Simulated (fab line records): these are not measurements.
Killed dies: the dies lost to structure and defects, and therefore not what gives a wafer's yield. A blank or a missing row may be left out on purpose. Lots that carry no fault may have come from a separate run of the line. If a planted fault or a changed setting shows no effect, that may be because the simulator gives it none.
Which tool was responsible? ; flow n5_finfet ; 8 lots, 24 wafers sampled, at 5 steps of a route of 1938

## WHAT THE GAUGES SHOWED, per wafer
N5_BEOL_M6_OCD_MEAS_38.
lot;measured;on;trench_depth_nm (nm)
L888;day 10 12:13;ocd-02;92.4 92.5 92.9
L895;day 13 03:14;ocd-01;95.0 92.9 92.4
L902;day 14 17:44;ocd-01;87.0 86.5 87.9
L901;day 14 22:43;ocd-02;88.7 86.8 87.9
L905;day 15 06:22;ocd-01;92.9 94.0 92.0
L911;day 16 10:08;ocd-01;94.0 95.4 94.4
L910;day 16 13:58;ocd-02;96.6 95.5 95.9
L909;day 17 07:55;ocd-02;92.7 93.9 94.2

## EACH LOT AND THE TOOL THAT RAN IT (in order: tool; ch and the chambers of the sampled wafers; start)
lot;N5_BEOL_M6_ETCH_72;N5_BEOL_M6_ETCH_65;N5_BEOL_M6_STRIP_36;N5_BEOL_M6_TRENCH_ETCH_37
L888;rie_diel-04 ch 1,3, day 10 11:49;rie_diel-04 ch 1,3, day 10 11:50;rie_diel-04 ch 1,3, day 10 12:01;rie_diel-04 ch 1,3, day 10 12:04
L895;rie_diel-02 ch 0,1,3, day 13 02:50;rie_diel-02 ch 0,1,3, day 13 02:52;rie_diel-02 ch 0,1,3, day 13 03:02;rie_diel-02 ch 0,1,3, day 13 03:05
L902;rie_diel-02 ch 0,2,3, day 14 17:20;rie_diel-02 ch 0,2,3, day 14 17:21;rie_diel-02 ch 0,2,3, day 14 17:32;rie_diel-02 ch 0,2,3, day 14 17:34
L901;rie_diel-02 ch 0,1,2, day 14 22:19;rie_diel-02 ch 0,1,2, day 14 22:20;rie_diel-02 ch 0,1,2, day 14 22:31;rie_diel-02 ch 0,1,2, day 14 22:34
L905;rie_diel-04 ch 1,2,3, day 15 05:59;rie_diel-04 ch 1,2,3, day 15 05:59;rie_diel-04 ch 1,2,3, day 15 06:10;rie_diel-04 ch 1,2,3, day 15 06:13
L911;rie_diel-04 ch 1,3, day 16 09:44;rie_diel-04 ch 1,3, day 16 09:45;rie_diel-04 ch 1,3, day 16 09:56;rie_diel-04 ch 1,3, day 16 09:58
L910;rie_diel-04 ch 0,3, day 16 13:35;rie_diel-04 ch 0,3, day 16 13:35;rie_diel-04 ch 0,3, day 16 13:46;rie_diel-04 ch 0,3, day 16 13:49
L909;rie_diel-05 ch 1,3, day 17 07:31;rie_diel-05 ch 1,3, day 17 07:32;rie_diel-05 ch 1,3, day 17 07:43;rie_diel-05 ch 1,3, day 17 07:46
- N5_BEOL_M6_ETCH_72: etches underlayer in N2/H2, target depth 6.5 nm, time 5.2 s.
- N5_BEOL_M6_ETCH_65: etches SiARC in CF4, target depth 15.6 nm, time 26 s.
- N5_BEOL_M6_STRIP_36: strips in N2/H2.
- N5_BEOL_M6_TRENCH_ETCH_37: etches SiCOH lowk in C4F6/O2, target depth 94.435 nm, time 31.5 s.

## THE ANSWER, worked out from the rows above alone
Rule: the usual values come from the lots themselves. The widest of any qualifying gaps counts: lots, ordered by their means at a reading, are off when they make up no more than a third of the lots, leave a main group of 4 or more, and stand apart from it by 3 or more times the standard deviation of that group's means. Not used: any main group whose means are identical at the precision the tables above print for the reading. Also off: a lot with no number at a reading for which 4 or more lots have one. The other lots that the step has rows for count as sound.
Off: L902, L901 (N5_BEOL_M6_OCD_MEAS_38, trench_depth_nm). For the main group the mean is 93.9 nm and the standard deviation 1.1.
A tool fits if, at a process step before that reading, it ran every lot that is off, and no sound lot after the first of them. Gauges at N5_BEOL_M6_OCD_MEAS_38: tried the same way as those tools. One candidate fits, namely rie_diel-02 at N5_BEOL_M6_ETCH_72 and N5_BEOL_M6_ETCH_65 and N5_BEOL_M6_STRIP_36 and N5_BEOL_M6_TRENCH_ETCH_37. At N5_BEOL_M6_ETCH_72 its last sound lot is L895 (day 13 02:50), its first lot that is off L902 (day 14 17:20): a fault that began between those two fits.

## WHAT HAD BEEN PUT IN BY THE SIMULATOR
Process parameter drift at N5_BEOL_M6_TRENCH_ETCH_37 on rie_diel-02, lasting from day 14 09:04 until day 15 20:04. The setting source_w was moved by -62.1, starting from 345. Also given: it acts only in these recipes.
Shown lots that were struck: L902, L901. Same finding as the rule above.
